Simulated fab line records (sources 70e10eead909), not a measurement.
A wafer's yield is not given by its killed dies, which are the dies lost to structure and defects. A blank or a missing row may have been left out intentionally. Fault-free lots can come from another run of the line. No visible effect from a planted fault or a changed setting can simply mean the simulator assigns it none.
Chamber matching :: flow nand-harc :: cmp-03 running NHARC_THIN_TSV_CMP_01: 4 sister chambers
The step polishes. 4 wafers are shown with their chamber, then 8 later ones without.

EACH WAFER AND ITS CHAMBER
wafer: L836.5
chamber: 3
motor-current-A (A): 11.8

wafer: L838.3
chamber: 0
motor-current-A (A): 12.2

wafer: L838.6
chamber: 1
motor-current-A (A): 14.0

wafer: L837.1
chamber: 2
motor-current-A (A): 12.0

WAFERS WITH NO CHAMBER GIVEN
wafer: L837.3
motor-current-A (A): 11.9

wafer: L837.6
motor-current-A (A): 12.8

wafer: L849.1
motor-current-A (A): 13.3

wafer: L849.4
motor-current-A (A): 12.1

wafer: L849.6
motor-current-A (A): 13.4

wafer: L851.1
motor-current-A (A): 12.9

wafer: L851.2
motor-current-A (A): 13.1

wafer: L851.5
motor-current-A (A): 11.6

WHICH CHAMBER EACH ONE RAN IN
wafer: L837.3
from the rows above: can't be placed: 2 or 3 or 0
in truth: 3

wafer: L837.6
from the rows above: can't be placed: 0 or 2 or 3 or 1
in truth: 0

wafer: L849.1
from the rows above: can't be placed: 1 or 0 or 2 or 3
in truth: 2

wafer: L849.4
from the rows above: can't be placed: 0 or 2 or 3
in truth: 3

wafer: L849.6
from the rows above: can't be placed: 1 or 0 or 2 or 3
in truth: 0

wafer: L851.1
from the rows above: can't be placed: 0 or 2 or 1 or 3
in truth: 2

wafer: L851.2
from the rows above: can't be placed: 0 or 1 or 2 or 3
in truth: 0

wafer: L851.5
from the rows above: can't be placed: 3 or 2 or 0
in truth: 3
Correctly placed: 0 of 8. Cannot be placed on the basis of these rows: 8; the candidates contain the true chamber in 8. Number placed wrongly: 0.
How it was worked out, from the rows above alone: a wafer's distance from a chamber is the root of the sum, over the readings, of the square of ((its reading less the chamber's mean) divided by the reading's scatter). If the next closest chamber is less than 2 further off than the closest, the wafer can't be placed; otherwise it belongs to the closest. A chamber's mean is the mean of its shown wafers. The scatter (one wafer shown for each chamber): square how far every hidden wafer sits from the nearest shown wafer, average those squares and take the square root.
